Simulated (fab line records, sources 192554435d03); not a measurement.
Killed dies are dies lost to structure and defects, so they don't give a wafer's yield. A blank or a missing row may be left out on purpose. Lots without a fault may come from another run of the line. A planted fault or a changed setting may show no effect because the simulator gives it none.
Split-lot experiment | flow n5_finfet | 7 lots, 21 wafers read, on a route of 1938 steps

THE SPLIT
At N5_SDB_COAT_03 (time 60 s, resist thk 100 nm), the setting spin_rpm was moved away from the recipe's 1500 rpm on 6 of the 21 wafers read, by -10.6% to +8.7%. The other wafers ran this setting at the recipe's value.

FROM THE SPLIT TO THE READING: what the file shows between them, 6 steps
- N5_SDB_EXPOSE_08: exposes mask SDB (also split here: dose_mj)
- N5_SDB_PEB_09: peb time 60 s
- N5_SDB_DEVELOP_10: develop time 30 s
- N5_SDB_CD_MEAS_11: target cd 50 nm
- N5_SDB_DESCUM_16: chemistry O2, time 7.9 s
- N5_SDB_ETCH_17: etches SiARC in CF4, target depth 23.4 nm, time 39 s

THE READING
etch.depth_nm (the simulator's own value, which no gauge read), in nm, at N5_SDB_ETCH_18 (etches SOC in N2/H2, target depth 100 nm, overetch 20 nm, time 150 s). The file gives no usual value for it. The 15 wafers here that ran the recipe average 99.98 nm, standard deviation 0.2 nm.

wafer  | tool, chamber at the split | spin_rpm as run, rpm | against the recipe | etch.depth_nm, nm | against lot-mates on the recipe
L078.1 | litho_track-04, 0          | 1500                 | recipe             | 100.1             | -
L078.4 | litho_track-04, 0          | 1500                 | recipe             | 100.1             | -
L078.2 | litho_track-04, 0          | 1500                 | recipe             | 100.2             | -
L082.1 | litho_track-02, 0          | 1500                 | recipe             | 99.82             | -
L082.2 | litho_track-02, 0          | 1500                 | recipe             | 99.65             | -
L082.5 | litho_track-02, 0          | 1500                 | recipe             | 99.97             | -
L084.2 | litho_track-01, 0          | 1588                 | +5.9%              | 97.44             | no lot-mate on the recipe
L084.3 | litho_track-01, 0          | 1588                 | +5.9%              | 97.33             | no lot-mate on the recipe
L084.6 | litho_track-01, 0          | 1588                 | +5.9%              | 97.25             | no lot-mate on the recipe
L089.2 | litho_track-04, 0          | 1500                 | recipe             | 100.2             | -
L089.4 | litho_track-04, 0          | 1500                 | recipe             | 99.96             | -
L089.6 | litho_track-04, 0          | 1341                 | -10.6%             | 105.7             | +5.62
L091.3 | litho_track-04, 0          | 1500                 | recipe             | 99.83             | -
L091.5 | litho_track-04, 0          | 1500                 | recipe             | 99.84             | -
L091.6 | litho_track-04, 0          | 1500                 | recipe             | 99.82             | -
L094.1 | litho_track-02, 0          | 1500                 | recipe             | 100.5             | -
L094.4 | litho_track-02, 0          | 1500                 | recipe             | 99.94             | -
L094.5 | litho_track-02, 0          | 1500                 | recipe             | 99.81             | -
L095.3 | litho_track-02, 0          | 1630                 | +8.7%              | 96.05             | -3.90
L095.4 | litho_track-02, 0          | 1500                 | recipe             | 99.95             | -
L095.5 | litho_track-02, 0          | 1630                 | +8.7%              | 96.18             | -3.77

THE FIT
A straight line over all 21 wafers: etch.depth_nm changes by -0.481 nm for each +1% of spin_rpm; r = -0.99; the points scatter about the line by 0.25 nm.
The same after taking each lot's own level away (the mean of its wafers on the recipe; 18 wafers): -0.482 nm for each +1%; r = -0.99; scatter 0.22 nm.
On that fit, the largest move of spin_rpm shifts the reading by 5.1 nm.
The lots' own levels span 99.813 to 100.133 nm, that is 1.6 times the standard deviation above.
So the lot-to-lot level changes the slope little: the two slopes agree.
Check: with one of the wafers moved furthest among these (-10.6%) left out of the fit, the line predicts +4.69 nm for it against its lot-mates. It came out at +5.62 nm against them.

OTHER SPLITS ON THESE WAFERS
These wafers also went through other splits before the reading. Each is held against what the fit with the lots' levels taken away leaves over:
other split on the same wafers | wafers away from the commonest value | r with etch.depth_nm (lot level and that fit taken away)
N5_SD_EPI_N_DESCUM_14 time_s   | 10                                   | +0.13
N5_ILD0_ALD_15 ald_cycles      | 6                                    | -0.03
N5_SDB_EXPOSE_08 dose_mj       | 7                                    | +0.18

THE WHOLE CHAIN: every reading that the file lists as answering this split, in the file's order
step            | what it does                                                         | reading                                                                    | change (the file's fit)               | r (the file's)
N5_SDB_COAT_03  | time 60 s, resist thk 100 nm                                         | SOC_of_SDB_COAT_03.thk_nm (the simulator's own value, which no gauge read) | -0.491 nm for each +1% of the setting | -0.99
N5_SDB_ETCH_18  | etches SOC in N2/H2, target depth 100 nm, overetch 20 nm, time 150 s | etch.depth_nm (the simulator's own value, which no gauge read)             | -0.494 nm for each +1% of the setting | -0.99
N5_SDB_STRIP_22 | strips in N2/H2                                                      | strip_time_to_endpoint_s                                                   | withheld for each +1% of the setting  | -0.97

THE FILE'S OWN FIT
etch.depth_nm changes by -0.494 nm for each +1% of spin_rpm, r = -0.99.
